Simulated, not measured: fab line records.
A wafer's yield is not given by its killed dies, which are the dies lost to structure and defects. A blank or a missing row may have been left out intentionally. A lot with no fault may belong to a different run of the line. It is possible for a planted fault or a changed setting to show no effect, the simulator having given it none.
The tool behind it: which one?    flow n5Finfet    24 lots with 72 wafers sampled at 4 steps, on a route of 1938 steps

== WHAT THE GAUGES READ, wafer by wafer ==
N5_MOL_CONTACT_COAG_CD_MEAS_84: the cd target is 25.1 nm.
lot   measured      on        cdNm (nm)
L074  day 5 05:46   cdSem-02  25.47 25.22 25.42
L075  day 5 05:11   cdSem-02  25.37 25.17 25.14
L076  day 5 13:23   cdSem-02  25.47 25.23 25.20
L077  day 5 21:11   cdSem-03  25.27 25.04 25.22
L078  day 6 05:23   cdSem-02  24.99 25.11 25.21
L079  day 6 05:34   cdSem-02  25.05 24.84 25.11
L080  day 6 14:53   cdSem-03  25.30 25.24 25.54
L081  day 6 17:41   cdSem-03  24.98 24.91 25.04
L082  day 7 01:14   cdSem-01  25.13 25.77 25.09
L083  day 7 06:07   cdSem-01  25.19 24.73 25.30
L084  day 7 19:24   cdSem-01  25.15 25.38 24.79
L085  day 8 00:32   cdSem-03  25.02 25.25 24.50
L086  day 8 14:43   cdSem-01  24.63 24.92 24.69
L087  day 9 07:29   cdSem-01  25.12 24.51 25.00
L088  day 9 07:50   cdSem-01  25.01 25.41 24.89
L089  day 9 08:19   cdSem-03  24.83 25.42 25.36
L090  day 9 10:26   cdSem-03  25.19 24.75 24.86
L091  day 9 12:55   cdSem-01  25.16 25.29 25.16
L092  day 9 13:50   cdSem-01  25.56 24.98 25.23
L093  day 9 22:02   cdSem-03  25.19 25.41 25.43
L094  day 10 02:41  cdSem-01  25.02 25.00 24.87
L095  day 10 17:04  cdSem-01  25.36 24.96 25.19
L096  day 10 18:08  cdSem-01  25.50 24.79 24.89
L097  day 11 02:59  cdSem-01  25.33 25.80 24.97

== WHAT TOOL EACH LOT RAN ON (gives the tool, then ch and the chambers of the sampled wafers, and finally the start) ==
lot   N5_GATE_CUT_CMP_61             N5_MOL_CONTACT_COAG_ALD_20          N5_MOL_CONTACT_COAG_ANNEAL_113
L074  cmp-01 ch 0,1, day 4 14:37     aldMetal-01 ch 0,3, day 4 18:16     rtpAnneal-01 ch 0, day 4 22:33
L075  cmp-01 ch 1,3, day 4 18:50     aldMetal-01 ch 1,2,3, day 4 21:13   rtpAnneal-02 ch 0, day 4 23:22
L076  cmp-02 ch 1,2, day 5 02:14     aldMetal-01 ch 0,1,3, day 5 05:14   rtpAnneal-01 ch 0, day 5 07:20
L077  cmp-02 ch 1,2,3, day 5 10:35   aldMetal-01 ch 0,1,3, day 5 13:26   rtpAnneal-02 ch 0, day 5 15:32
L078  cmp-02 ch 0,2,3, day 5 17:38   aldMetal-01 ch 0,2,3, day 5 20:01   rtpAnneal-01 ch 0, day 5 22:10
L079  cmp-02 ch 1,2, day 5 19:50     aldMetal-02 ch 0,2,3, day 5 21:42   rtpAnneal-02 ch 0, day 6 00:18
L080  cmp-03 ch 2,3, day 6 03:25     aldMetal-01 ch 1,3, day 6 05:31     rtpAnneal-01 ch 0, day 6 08:26
L081  cmp-03 ch 0,1,2, day 6 06:51   aldMetal-01 ch 1,2,3, day 6 08:53   rtpAnneal-01 ch 0, day 6 12:28
L082  cmp-03 ch 0,1,3, day 6 13:42   aldMetal-01 ch 0,1, day 6 17:07     rtpAnneal-01 ch 0, day 6 19:19
L083  cmp-02 ch 0,2,3, day 6 19:23   aldMetal-03 ch 0,2,3, day 6 21:26   rtpAnneal-02 ch 0, day 6 23:21
L084  cmp-03 ch 1,2, day 7 06:40     aldMetal-01 ch 1,2, day 7 10:04     rtpAnneal-02 ch 0, day 7 12:33
L085  cmp-01 ch 0,1,3, day 7 14:28   aldMetal-03 ch 0,2,3, day 7 16:10   rtpAnneal-01 ch 0, day 7 19:03
L086  cmp-03 ch 0,2,3, day 8 00:14   aldMetal-01 ch 0,1,2, day 8 06:07   rtpAnneal-02 ch 0, day 8 08:02
L087  cmp-03 ch 0,3, day 8 18:01     aldMetal-01 ch 0,2,3, day 8 19:55   rtpAnneal-02 ch 0, day 8 23:25
L088  cmp-01 ch 0,3, day 8 20:16     aldMetal-03 ch 0,2,3, day 8 22:19   rtpAnneal-02 ch 0, day 9 00:28
L089  cmp-01 ch 0,2,3, day 8 21:43   aldMetal-02 ch 1,2,3, day 8 23:25   rtpAnneal-02 ch 0, day 9 01:29
L090  cmp-02 ch 1,3, day 9 01:26     aldMetal-02 ch 1,3, day 9 03:17     rtpAnneal-01 ch 0, day 9 04:57
L091  cmp-01 ch 0,3, day 9 03:11     aldMetal-01 ch 1,2,3, day 9 06:08   rtpAnneal-02 ch 0, day 9 07:53
L092  cmp-02 ch 0,1,2, day 9 04:08   aldMetal-02 ch 0,2,3, day 9 06:25   rtpAnneal-01 ch 0, day 9 08:28
L093  cmp-02 ch 0,1,2, day 9 11:57   aldMetal-01 ch 1,2, day 9 13:44     rtpAnneal-01 ch 0, day 9 15:43
L094  cmp-02 ch 0,3, day 9 14:55     aldMetal-03 ch 0,1,2, day 9 17:29   rtpAnneal-02 ch 0, day 9 19:13
L095  cmp-02 ch 1,2,3, day 9 23:28   aldMetal-02 ch 0,1,3, day 10 09:55  rtpAnneal-02 ch 0, day 10 11:44
L096  cmp-02 ch 0,1,3, day 10 07:56  aldMetal-03 ch 1,2, day 10 10:03    rtpAnneal-01 ch 0, day 10 12:43
L097  cmp-03 ch 1,2,3, day 10 17:19  aldMetal-02 ch 0,3, day 10 19:23    rtpAnneal-01 ch 0, day 10 21:24
- N5_GATE_CUT_CMP_61: polishes, stops on SiNx, t overpolish 3 s.
- N5_MOL_CONTACT_COAG_ALD_20: deposits TiN, target thk 1.5 nm, pulse time 1 s, purge time 3 s.
- N5_MOL_CONTACT_COAG_ANNEAL_113: time 300 s.

== WHAT THE TOOLS THEMSELVES READ (means of the sampled wafers that have a number; where no wafer has one, the mark that the record gives instead) ==
N5_GATE_CUT_CMP_61.
lot   tool    motorCurrentA (A)  padLifeWafers
L074  cmp-01  10.8               337
L075  cmp-01  13.3               362
L076  cmp-02  12.7               1058
L077  cmp-02  12.6               1136
L078  cmp-02  11.9               1185
L079  cmp-02  12.3               1218
L080  cmp-03  12.1               894
L081  cmp-03  12.3               944
L082  cmp-03  13.1               1004
L083  cmp-02  11.7               1437
L084  cmp-03  12.1               1122
L085  cmp-01  12.1               919
L086  cmp-03  12.4               1256
L087  cmp-03  12.9               1374
L088  cmp-01  13.3               1146
L089  cmp-01  12.0               1166
L090  cmp-02  12.9               1795
L091  cmp-01  13.1               1212
L092  cmp-02  11.9               1827
L093  cmp-02  11.9               1856
L094  cmp-02  12.4               1884
L095  cmp-02  12.6               1951
L096  cmp-02  12.2               2018
L097  cmp-03  12.5               1802

N5_MOL_CONTACT_COAG_ALD_20.
lot   tool         chamberPressureTorr (Torr)  heaterPowerW (W)  precursorPulseHeightRel
L074  aldMetal-01  3.003                       861               0.994
L075  aldMetal-01  3.007                       976               0.987
L076  aldMetal-01  2.998                       920               1.003
L077  aldMetal-01  3.008                       919               1.001
L078  aldMetal-01  3.000                       837               0.995
L079  aldMetal-02  2.996                       927               0.980
L080  aldMetal-01  3.000                       1027              0.976
L081  aldMetal-01  3.004                       993               0.991
L082  aldMetal-01  3.001                       983               0.988
L083  aldMetal-03  3.003                       871               0.988
L084  aldMetal-01  3.007                       959               0.999
L085  aldMetal-03  2.995                       874               1.018
L086  aldMetal-01  3.005                       905               1.007
L087  aldMetal-01  2.999                       842               0.983
L088  aldMetal-03  2.997                       875               1.010
L089  aldMetal-02  2.996                       837               0.978
L090  aldMetal-02  3.004                       816               0.996
L091  aldMetal-01  2.998                       993               0.990
L092  aldMetal-02  3.003                       929               1.011
L093  aldMetal-01  3.000                       966               0.992
L094  aldMetal-03  2.999                       841               1.007
L095  aldMetal-02  3.003                       867               1.003
L096  aldMetal-03  2.999                       839               0.992
L097  aldMetal-02  2.995                       905               0.997

N5_MOL_CONTACT_COAG_ANNEAL_113.
lot   tool          lampPowerPct (%)  lamp_zone_3_pct (%)  wafer_temp_C_max
L074  rtpAnneal-01  2.726             2.726                402.0
L075  rtpAnneal-02  2.680             2.681                402.4
L076  rtpAnneal-01  2.722             2.724                402.1
L077  rtpAnneal-02  2.680             2.682                402.3
L078  rtpAnneal-01  2.726             2.727                401.9
L079  rtpAnneal-02  2.679             2.683                402.0
L080  rtpAnneal-01  2.723             2.726                402.0
L081  rtpAnneal-01  2.725             2.724                401.9
L082  rtpAnneal-01  2.723             2.725                401.6
L083  rtpAnneal-02  2.680             2.680                402.7
L084  rtpAnneal-02  2.682             2.680                402.7
L085  rtpAnneal-01  2.721             2.725                401.5
L086  rtpAnneal-02  2.681             2.683                402.7
L087  rtpAnneal-02  2.679             2.683                402.3
L088  rtpAnneal-02  2.682             2.680                402.5
L089  rtpAnneal-02  2.680             2.681                402.4
L090  rtpAnneal-01  2.723             2.725                401.6
L091  rtpAnneal-02  2.681             2.681                402.5
L092  rtpAnneal-01  2.724             2.726                401.1
L093  rtpAnneal-01  2.725             2.723                401.8
L094  rtpAnneal-02  2.683             2.683                402.1
L095  rtpAnneal-02  2.680             2.681                402.6
L096  rtpAnneal-01  2.726             2.724                401.2
L097  rtpAnneal-01  2.724             2.726                401.6

== THE ANSWER, worked out from the rows above alone ==
Rule: usual is defined by the lots themselves. Put in order of their means at a reading, lots are off if they are a third of the lots or fewer, leave a main group of 4 or more, and stand apart from it by a gap of 3 or more times the standard deviation of the main group's means; of several such gaps the widest counts. The tables above print the reading to a certain number of digits; a main group whose means all agree to those digits is not used. Also off: a lot with no number at a reading for which 4 or more lots have one. All remaining lots with rows at the step are treated as sound. First the gauges in route order, then the tools' own readings, where a lot's mean is used as printed above. At the first step where some lot is off, the reading lying furthest off is the one used; lots without a number count as furthest.
No lot is off on any of the readings shown, so nothing can be concluded from this.

== WHAT WAS PUT IN BY THE SIMULATOR ==
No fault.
